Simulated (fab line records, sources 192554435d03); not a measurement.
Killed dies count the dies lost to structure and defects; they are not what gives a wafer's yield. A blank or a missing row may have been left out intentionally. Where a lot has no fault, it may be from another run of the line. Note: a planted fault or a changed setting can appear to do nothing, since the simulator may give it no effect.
Matching of chambers	flow n5_finfet	4 sister chambers for N5_BEOL_M6_ETCH_65 on rie_diel-04
The step etches SiARC in CF4, target depth 15.6 nm, time 26 s. 27 wafers are shown with their chamber, then 12 later ones without.

## WAFERS WITH THEIR CHAMBER
wafer	chamber	showerhead_plenum_p_Torr (Torr)	drypump_motor_current_A (A)	throttle_valve_pct (%)
L074.1	0	2.28	6.1	15.41
L074.3	1	2.08	5.5	15.70
L074.5	1	2.08	5.5	15.71
L075.2	3	2.19	5.1	15.33
L075.4	1	2.08	5.6	15.73
L075.5	0	2.27	6.1	15.44
L077.1	0	2.27	6.1	15.45
L077.4	2	2.11	5.2	15.80
L077.6	3	2.19	5.1	15.36
L078.4	0	2.27	6.1	15.45
L078.5	2	2.11	5.1	15.81
L078.6	1	2.08	5.6	15.73
L080.3	2	2.11	5.2	15.84
L080.4	1	2.08	5.6	15.73
L080.5	1	2.08	5.6	15.71
L081.1	1	2.07	5.5	15.76
L081.2	0	2.26	6.1	15.48
L081.4	3	2.18	5.2	15.41
L084.4	2	2.11	5.2	15.34
L084.5	3	2.18	5.1	15.42
L084.6	0	2.26	6.1	15.50
L087.2	1	2.07	5.6	15.79
L087.4	2	2.10	5.2	15.35
L087.6	0	2.26	6.1	15.51
L095.4	0	2.26	6.1	15.53
L095.5	2	2.10	5.2	15.37
L095.6	1	2.07	5.6	15.79

SIGNATURES (means of the wafers above)
reading	chamber 0	chamber 1	chamber 2	chamber 3	scatter within a chamber
showerhead_plenum_p_Torr	2.2662	2.0767	2.1067	2.1850	0.00597
drypump_motor_current_A	6.100	5.567	5.183	5.125	0.0395
throttle_valve_pct	15.4712	15.7389	15.5850	15.3800	0.123
Rule: for each reading, subtract the chamber's mean from the wafer's reading, divide by that reading's scatter and square the result; add these up over the readings and take the root, which gives the wafer's distance from the chamber. If the next closest chamber is less than 2 further off than the closest, the wafer can't be placed; otherwise it belongs to the closest. The scatter is the square root of a quotient: the sum, over the shown wafers, of each reading's squared deviation from its chamber's mean, divided by wafers minus chambers.

## WAFERS MISSING THEIR CHAMBER
wafer	showerhead_plenum_p_Torr (Torr)	drypump_motor_current_A (A)	throttle_valve_pct (%)
L097.3	2.10	5.2	15.35
L097.4	2.26	6.1	15.54
L097.5	2.10	5.2	15.36
L092.1	2.17	5.1	15.45
L092.2	2.06	5.6	15.82
L092.5	2.06	5.6	15.81
L093.1	2.17	5.1	15.48
L093.4	2.06	5.6	15.81
L093.5	2.17	5.1	15.47
L096.3	2.10	5.1	15.40
L096.4	2.06	5.6	15.83
L096.6	2.10	5.1	15.40

## EACH ONE'S CHAMBER
wafer	from the rows above	in truth
L097.3	2	2
L097.4	0	0
L097.5	2	2
L092.1	3	3
L092.2	1	1
L092.5	1	1
L093.1	3	3
L093.4	1	1
L093.5	3	3
L096.3	2	2
L096.4	1	1
L096.6	2	2
Correctly placed: 12 of 12. Not placeable from these rows: 0. Placed wrongly: 0.
